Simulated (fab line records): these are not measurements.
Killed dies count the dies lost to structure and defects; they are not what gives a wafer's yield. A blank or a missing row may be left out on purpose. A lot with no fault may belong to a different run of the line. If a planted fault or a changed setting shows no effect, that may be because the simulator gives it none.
Matching of chambers ; flow nandHarc ; rieDiel-10 running NHARC_P_M1_STRIP_18: 4 sister chambers
The step strips in N2/H2. 16 wafers are shown with their chamber, then 8 later ones without.

EACH WAFER AND ITS CHAMBER
wafer;chamber;drypumpMotorCurrentA (A);showerheadPlenumPTorr (Torr);oesProductAu (a.u.)
L074.2;3;5.43;1.92;1.033
L074.3;2;5.90;1.94;1.010
L074.4;1;6.40;1.98;1.014
L077.2;1;6.39;1.98;1.020
L077.3;2;5.90;1.94;1.021
L077.4;3;5.42;1.92;1.019
L078.3;2;5.91;1.94;1.012
L078.4;0;5.80;1.97;1.019
L078.6;0;5.81;1.97;1.009
L082.2;2;5.90;1.94;1.025
L082.4;1;6.39;1.98;1.030
L082.5;1;6.39;1.98;1.020
L083.1;3;5.42;1.92;1.032
L083.3;0;5.78;1.96;1.008
L083.4;1;6.41;1.98;1.028
L089.4;0;5.77;1.96;1.007

SIGNATURES (means of the wafers above)
reading;chamber 0;chamber 1;chamber 2;chamber 3;scatter within a chamber
drypumpMotorCurrentA;5.7900;6.3960;5.9025;5.4233;0.011
showerheadPlenumPTorr;1.9650;1.9800;1.9400;1.9200;0.00289
oesProductAu;1.01075;1.02240;1.01700;1.02800;0.00671
Rule: a wafer lies at a distance from a chamber equal to the root of the sum of squares, over the readings, of (its reading less the chamber's mean, divided by the reading's scatter). If the next closest chamber is less than 2 further off than the closest, the wafer can't be placed; otherwise it belongs to the closest. How the scatter is found: for the shown wafers, subtract from each reading the mean of its chamber, square and add these, divide the total by (wafers less chambers), then take the root.

WAFERS MISSING THEIR CHAMBER
wafer;drypumpMotorCurrentA (A);showerheadPlenumPTorr (Torr);oesProductAu (a.u.)
L089.5;5.41;1.91;1.008
L089.6;5.92;1.93;0.997
L090.3;5.78;1.96;1.010
L090.4;5.91;1.93;0.996
L090.5;5.77;1.96;1.011
L092.1;5.80;1.96;1.008
L092.3;6.39;1.97;1.018
L092.5;5.42;1.91;1.025

WHICH CHAMBER EACH ONE RAN IN
wafer;from the rows above;in truth
L089.5;3;3
L089.6;2;2
L090.3;0;0
L090.4;2;2
L090.5;0;0
L092.1;0;0
L092.3;1;1
L092.5;3;3
8 of 8 placed correctly. Can't be placed from these rows: 0. Placed wrongly: 0.
